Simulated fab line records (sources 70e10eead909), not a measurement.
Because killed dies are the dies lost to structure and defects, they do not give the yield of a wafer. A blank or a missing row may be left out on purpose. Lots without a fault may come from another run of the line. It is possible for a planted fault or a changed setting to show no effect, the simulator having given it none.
Which tool did it? -- flow nand-harc -- 42 wafers from 14 lots sampled at 5 of the route's 1159 steps

WHAT THE GAUGES READ, wafer by wafer
NHARC_END_SORT_01. Usual: killed-at-array 26, standard deviation 9.7; killed-at-other 1.0, standard deviation 1.2; killed-at-periphery 3.9, standard deviation 2.6; killed-dies 31, standard deviation 9.7; killed-open 3.2, standard deviation 1.8; killed-short 2.0, standard deviation 1.3.
lot,measured,on,killed-at-array,killed-at-other,killed-at-periphery,killed-dies,killed-open,killed-short,flag
L699,day 21 16:19,prober-01,671 676 673,2 1 2,4 0 2,677 677 677,7 4 1,2 2 0,OFF
L700,day 21 05:54,prober-02,675 674 668,0 0 1,2 3 8,677 677 677,5 3 4,2 2 2,OFF
L697,day 21 21:27,prober-02,676 674 676,0 0 0,1 3 1,677 677 677,1 2 4,1 2 3,OFF
L706,day 23 15:46,prober-01,36 42 38,1 1 2,2 1 5,39 44 45,2 4 2,0 1 2,
L710,day 24 08:17,prober-02,31 26 32,1 6 0,4 8 0,36 40 32,3 2 3,2 2 2,

WHICH TOOL RAN EACH LOT (tool, then ch and the chambers of the sampled wafers, then the start)
lot,NHARC_A_STAIRCASE_ALD_415,NHARC_A_STAIRCASE_DEP_417,NHARC_A_STAIRCASE_DEP_322,NHARC_A_STAIRCASE_DEP_325
L690,"ald-hk-03 ch 0,2, day 12 02:22","pecvd-02 ch 0,1,2, day 12 04:23","pecvd-02 ch 1,2, day 13 02:03","pecvd-04 ch 0,1, day 13 11:46"
L695,"ald-hk-02 ch 0,1,3, day 13 08:29","pecvd-02 ch 0,1, day 13 10:20","pecvd-04 ch 0,1,2, day 14 07:53","pecvd-04 ch 1,2, day 14 16:52"
L699,"ald-hk-02 ch 0,1, day 14 03:26","pecvd-04 ch 1,2, day 14 05:45","pecvd-01 ch 0,1, day 14 23:13","pecvd-04 ch 0,1,2, day 15 10:02"
L700,"ald-hk-04 ch 0,1, day 14 04:36","pecvd-02 ch 1,2, day 14 06:55","pecvd-01 ch 0,1, day 14 23:59","pecvd-01 ch 0,1,2, day 15 09:55"
L697,"ald-hk-02 ch 0,1,3, day 14 05:37","pecvd-01 ch 0,1, day 14 07:28","pecvd-01 ch 0,2, day 15 07:23","pecvd-02 ch 0,2, day 15 14:29"
L702,"ald-hk-03 ch 0,1,3, day 15 01:49","pecvd-01 ch 0,1, day 15 03:46","pecvd-02 ch 1,2, day 15 23:42","pecvd-01 ch 0,2, day 16 07:58"
L703,"ald-hk-02 ch 0,3, day 15 04:59","pecvd-04 ch 0,1,2, day 15 07:24","pecvd-04 ch 0,1,2, day 15 23:59","pecvd-04 ch 0,1,2, day 16 07:55"
L704,"ald-hk-04 ch 0,1,2, day 15 11:07","pecvd-04 ch 0,2, day 15 14:50","pecvd-04 ch 0,1,2, day 16 10:03","pecvd-01 ch 1,2, day 16 19:07"
L705,"ald-hk-02 ch 0,2,3, day 15 22:59","pecvd-04 ch 0,1,2, day 16 01:21","pecvd-01 ch 0,1,2, day 16 21:01","pecvd-01 ch 0,2, day 17 06:50"
L706,"ald-hk-03 ch 0,1,3, day 16 05:52","pecvd-04 ch 0,2, day 16 08:12","pecvd-04 ch 0,1, day 17 05:47","pecvd-02 ch 0,2, day 17 14:17"
L708,"ald-hk-02 ch 0,1,2, day 16 08:01","pecvd-01 ch 0,1,2, day 16 10:10","pecvd-01 ch 0,1,2, day 17 05:35","pecvd-04 ch 1,2, day 17 14:11"
L710,"ald-hk-02 ch 0,1, day 16 15:58","pecvd-01 ch 0,1,2, day 16 18:10","pecvd-01 ch 0,1,2, day 17 17:23","pecvd-04 ch 0,1,2, day 18 00:30"
L711,"ald-hk-03 ch 0,1,2, day 17 03:50","pecvd-01 ch 0,2, day 17 06:37","pecvd-04 ch 0,2, day 18 04:10","pecvd-04 ch 1,2, day 18 11:24"
L713,"ald-hk-02 ch 0,3, day 17 16:25","pecvd-01 ch 0,1, day 17 18:45","pecvd-02 ch 0,2, day 18 14:58","pecvd-04 ch 0,1,2, day 19 00:52"
- NHARC_A_STAIRCASE_ALD_415: deposits SiO2, target thk 30 nm, pulse time 6 s, ald cycles 300.
- NHARC_A_STAIRCASE_DEP_417: deposits Si3N4, target thk 60 nm.
- NHARC_A_STAIRCASE_DEP_322: deposits SiO2, target thk 3800 nm.
- NHARC_A_STAIRCASE_DEP_325: deposits SiO2, target thk 3800 nm.

AS READ BY THE TOOLS THEMSELVES (means over the sampled wafers that have a number; for cases with no such wafer, the mark the record gives instead)
NHARC_A_STAIRCASE_ALD_415. Usual: heater-power-w 490 W, standard deviation 63; precursor-pulse-height-rel 1.001, standard deviation 0.021.
lot,tool,heater-power-w (W),precursor-pulse-height-rel,flag
L690,ald-hk-03,449,0.984,
L695,ald-hk-02,497,1.018,
L699,ald-hk-02,486,0.993,
L700,ald-hk-04,499,1.016,
L697,ald-hk-02,494,1.018,
L702,ald-hk-03,483,1.010,
L703,ald-hk-02,496,0.988,
L704,ald-hk-04,455,0.999,
L705,ald-hk-02,519,0.989,
L706,ald-hk-03,492,0.998,
L708,ald-hk-02,513,1.004,
L710,ald-hk-02,487,0.995,
L711,ald-hk-03,477,1.019,
L713,ald-hk-02,555,1.013,

NHARC_A_STAIRCASE_DEP_417. Usual: heater-power-outer-w 403 W, standard deviation 53; heater-power-w 691 W, standard deviation 74.
lot,tool,heater-power-outer-w (W),heater-power-w (W),flag
L690,pecvd-02,453,736,
L695,pecvd-02,423,677,
L699,pecvd-04,-,-,OFF
L700,pecvd-02,-,-,OFF
L697,pecvd-01,-,-,OFF
L702,pecvd-01,406,747,
L703,pecvd-04,380,681,
L704,pecvd-04,388,685,
L705,pecvd-04,370,660,
L706,pecvd-04,365,657,
L708,pecvd-01,428,709,
L710,pecvd-01,403,683,
L711,pecvd-01,364,602,
L713,pecvd-01,399,692,

NHARC_A_STAIRCASE_DEP_322. Usual: heater-power-outer-w 357 W, standard deviation 55; heater-power-w 630 W, standard deviation 78.
lot,tool,heater-power-outer-w (W),heater-power-w (W),flag
L690,pecvd-02,439,728,
L695,pecvd-04,331,610,
L699,pecvd-01,357,666,
L700,pecvd-01,333,609,
L697,pecvd-01,363,601,
L702,pecvd-02,422,679,
L703,pecvd-04,301,567,
L704,pecvd-04,335,616,
L705,pecvd-01,380,648,
L706,pecvd-04,317,601,
L708,pecvd-01,366,638,
L710,pecvd-01,335,586,
L711,pecvd-04,296,553,
L713,pecvd-02,371,660,

NHARC_A_STAIRCASE_DEP_325. Usual: heater-power-outer-w 354 W, standard deviation 61; heater-power-w 629 W, standard deviation 82.
lot,tool,heater-power-outer-w (W),heater-power-w (W),flag
L690,pecvd-04,337,621,
L695,pecvd-04,341,614,
L699,pecvd-04,358,634,
L700,pecvd-01,361,628,
L697,pecvd-02,346,631,
L702,pecvd-01,394,664,
L703,pecvd-04,304,569,
L704,pecvd-01,365,623,
L705,pecvd-01,375,626,
L706,pecvd-02,361,640,
L708,pecvd-04,326,590,
L710,pecvd-04,294,557,
L711,pecvd-04,346,632,
L713,pecvd-04,346,631,

THE ANSWER, worked out from the rows above alone
Rule: lot off if the mean of its wafers having a number is beyond 3 standard deviations from the usual mean. Also off: a lot with no number at a reading for which 4 or more lots have one. All remaining lots with rows at the step are treated as sound. Order of review: gauges by route order, followed by the tools' own readings, for which a lot's mean as printed above is used. The first step at which some lot is off is used, and at that step the reading that is off furthest; a lot without a number counts as furthest.
Off at NHARC_END_SORT_01 (killed-at-array): L699, L700, L697. Neither off nor sound, because the step has no rows for them: L690, L695, L702, L703, L704, L705, L708, L711, L713.
If a tool, at a process step before that reading, ran all the lots that are off and no sound lot after the first of them, it fits. The gauges at NHARC_END_SORT_01 aren't tried: what is off there is off at NHARC_A_STAIRCASE_DEP_417 too, on other tools, and a gauge's error can't cause that. Of those tried, none fits.

WHAT THE SIMULATOR HAD PUT IN
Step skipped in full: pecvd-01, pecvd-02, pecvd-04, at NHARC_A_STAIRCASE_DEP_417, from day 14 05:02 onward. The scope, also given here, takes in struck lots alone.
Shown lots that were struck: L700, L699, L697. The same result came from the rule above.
